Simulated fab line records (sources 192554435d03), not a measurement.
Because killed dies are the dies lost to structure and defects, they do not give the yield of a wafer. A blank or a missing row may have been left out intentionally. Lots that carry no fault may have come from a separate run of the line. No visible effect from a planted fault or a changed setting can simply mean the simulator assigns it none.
Chamber matching | flow n5-finfet | N5_FIN_CUT_CUT_ETCH_15 on rie-si-04 has 4 sister chambers
The step etches Si in HBr/Cl2/O2, target depth 100 nm, bt time 10 s, time 42.4 s. 4 wafers are shown with their chamber, then 7 later ones without.

EACH WAFER AND ITS CHAMBER
wafer  | chamber | drypump-motor-current-A (A)
L086.1 | 0       | 5.3
L086.5 | 2       | 6.1
L088.3 | 3       | 5.9
L088.5 | 1       | 5.1

WAFERS MISSING THEIR CHAMBER
wafer  | drypump-motor-current-A (A)
L088.6 | 6.2
L091.1 | 5.2
L091.4 | 6.1
L091.6 | 6.1
L092.2 | 5.9
L092.3 | 6.1
L092.6 | 5.2

THE CHAMBER EACH PASSED THROUGH
wafer  | from the rows above     | in truth
L088.6 | 2                       | 2
L091.1 | can't be placed: 0 or 1 | 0
L091.4 | 2                       | 2
L091.6 | 2                       | 2
L092.2 | 3                       | 3
L092.3 | 2                       | 2
L092.6 | can't be placed: 0 or 1 | 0
Correct placement for 5 of the 7. These rows do not allow placing 2 (true chamber among the candidates in 2). Wrongly placed: 0.
How it was worked out, from the rows above alone: a wafer's distance from a chamber is the root of the sum, over the readings, of the square of ((its reading less the chamber's mean) divided by the reading's scatter). If the next closest chamber is less than 2 further off than the closest, the wafer can't be placed; otherwise it belongs to the closest. For every chamber, the mean is computed from those of its wafers that are shown. The scatter: with one shown wafer a chamber, the root of the mean of the squares of how far each hidden wafer lies from its nearest shown one.
